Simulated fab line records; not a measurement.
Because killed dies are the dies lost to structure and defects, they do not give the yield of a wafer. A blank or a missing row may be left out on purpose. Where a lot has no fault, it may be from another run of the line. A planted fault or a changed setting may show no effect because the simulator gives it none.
Split-lot study :: flow n5 finfet :: 21 wafers read across 7 lots, on a route 1938 steps long

THE SPLIT ITSELF
At N5_BEOL_M12_ETCH_67 (etches SiARC in CF4, target depth 143 nm, time 238.3 s), the setting source w was moved away from the recipe's 545 W on 3 of the 21 wafers read, by -9.6% to +8.6%. All remaining wafers had this setting at the recipe value.

The reading comes from the split's own step.

THE READING
rf vpp V, in V, at N5_BEOL_M12_ETCH_67 (etches SiARC in CF4, target depth 143 nm, time 238.3 s). A value of 184.0 V with a standard deviation of 1.2 V is what fault-free wafers of this fab line usually give.

wafer: L075.2
tool, chamber at the split: rie diel-02, 2
source w as run, W: 545
against the recipe: recipe
rf vpp V, V: 181.8
against lot-mates on the recipe: -

wafer: L075.3
tool, chamber at the split: rie diel-02, 3
source w as run, W: 545
against the recipe: recipe
rf vpp V, V: 184.6
against lot-mates on the recipe: -

wafer: L075.4
tool, chamber at the split: rie diel-02, 0
source w as run, W: 545
against the recipe: recipe
rf vpp V, V: 183.1
against lot-mates on the recipe: -

wafer: L081.3
tool, chamber at the split: rie diel-01, 3
source w as run, W: 545
against the recipe: recipe
rf vpp V, V: 184.7
against lot-mates on the recipe: -

wafer: L081.5
tool, chamber at the split: rie diel-01, 1
source w as run, W: 591.9
against the recipe: +8.6%
rf vpp V, V: 176.7
against lot-mates on the recipe: -7.9

wafer: L081.6
tool, chamber at the split: rie diel-01, 0
source w as run, W: 545
against the recipe: recipe
rf vpp V, V: 184.5
against lot-mates on the recipe: -

wafer: L083.3
tool, chamber at the split: rie diel-01, 2
source w as run, W: 545
against the recipe: recipe
rf vpp V, V: 184.0
against lot-mates on the recipe: -

wafer: L083.5
tool, chamber at the split: rie diel-01, 0
source w as run, W: 545
against the recipe: recipe
rf vpp V, V: 184.6
against lot-mates on the recipe: -

wafer: L083.6
tool, chamber at the split: rie diel-01, 3
source w as run, W: 545
against the recipe: recipe
rf vpp V, V: 184.8
against lot-mates on the recipe: -

wafer: L085.4
tool, chamber at the split: rie diel-02, 2
source w as run, W: 576
against the recipe: +5.7%
rf vpp V, V: 179.6
against lot-mates on the recipe: -4.2

wafer: L085.5
tool, chamber at the split: rie diel-02, 1
source w as run, W: 545
against the recipe: recipe
rf vpp V, V: 183.3
against lot-mates on the recipe: -

wafer: L085.6
tool, chamber at the split: rie diel-02, 2
source w as run, W: 545
against the recipe: recipe
rf vpp V, V: 184.2
against lot-mates on the recipe: -

wafer: L089.1
tool, chamber at the split: rie diel-01, 0
source w as run, W: 545
against the recipe: recipe
rf vpp V, V: 184.2
against lot-mates on the recipe: -

wafer: L089.3
tool, chamber at the split: rie diel-01, 2
source w as run, W: 545
against the recipe: recipe
rf vpp V, V: 185.0
against lot-mates on the recipe: -

wafer: L089.6
tool, chamber at the split: rie diel-01, 1
source w as run, W: 545
against the recipe: recipe
rf vpp V, V: 181.9
against lot-mates on the recipe: -

wafer: L094.1
tool, chamber at the split: rie diel-04, 3
source w as run, W: 545
against the recipe: recipe
rf vpp V, V: 183.2
against lot-mates on the recipe: -

wafer: L094.3
tool, chamber at the split: rie diel-04, 1
source w as run, W: 545
against the recipe: recipe
rf vpp V, V: 182.8
against lot-mates on the recipe: -

wafer: L094.6
tool, chamber at the split: rie diel-04, 3
source w as run, W: 492.5
against the recipe: -9.6%
rf vpp V, V: 189.5
against lot-mates on the recipe: +6.5

wafer: L096.1
tool, chamber at the split: rie diel-02, 2
source w as run, W: 545
against the recipe: recipe
rf vpp V, V: 182.1
against lot-mates on the recipe: -

wafer: L096.4
tool, chamber at the split: rie diel-02, 3
source w as run, W: 545
against the recipe: recipe
rf vpp V, V: 183.5
against lot-mates on the recipe: -

wafer: L096.5
tool, chamber at the split: rie diel-02, 1
source w as run, W: 545
against the recipe: recipe
rf vpp V, V: 184.3
against lot-mates on the recipe: -

FIT RESULTS
A straight line over all 21 wafers: rf vpp V changes by -0.698 V for each +1% of source w; r = -0.91; the points scatter about the line by 1 V.
The same after taking each lot's own level away (the mean of its wafers on the recipe; 21 wafers): -0.772 V for each +1%; r = -0.94; scatter 0.88 V.
That fit puts the effect of the largest move of source w on the reading at 7.4 V.
Across the lots, their own levels run from 183.00 to 184.60 V, a range of 1.3 times the standard deviation given above.
The two slopes agree, so the slope changes little with the lot-to-lot level.
Check: +8.32 V against its lot-mates is what the line predicts for one of the wafers moved furthest among these (-9.6%) when that wafer is left out of the fit. It came out at +6.5 V against them.
Tool readings at the split's step, against how far the setting was moved: rf vpp V r = -0.91.

OTHER SPLITS ON THESE WAFERS
Before the reading, these wafers also passed through other splits. Each is held against what the fit with the lots' levels taken away leaves over:
other split on the same wafers: N5_BEOL_M10_VIA_ETCH_34 bias w
wafers away from the commonest value: 7
r with rf vpp V (lot level and that fit taken away): -0.08

other split on the same wafers: N5_BEOL_M10_TRENCH_ETCH_37 bias w
wafers away from the commonest value: 8
r with rf vpp V (lot level and that fit taken away): +0.29

other split on the same wafers: N5_BEOL_M11_VIA_ETCH_34 time s
wafers away from the commonest value: 7
r with rf vpp V (lot level and that fit taken away): -0.22

other split on the same wafers: N5_BEOL_M11_TRENCH_ETCH_37 source w
wafers away from the commonest value: 8
r with rf vpp V (lot level and that fit taken away): -0.03

other split on the same wafers: N5_BEOL_M12_COAT_66 spin rpm
wafers away from the commonest value: 3
r with rf vpp V (lot level and that fit taken away): -0.03

FILE'S OWN FIT
rf vpp V changes by -0.774 V for each +1% of source w, r = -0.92.
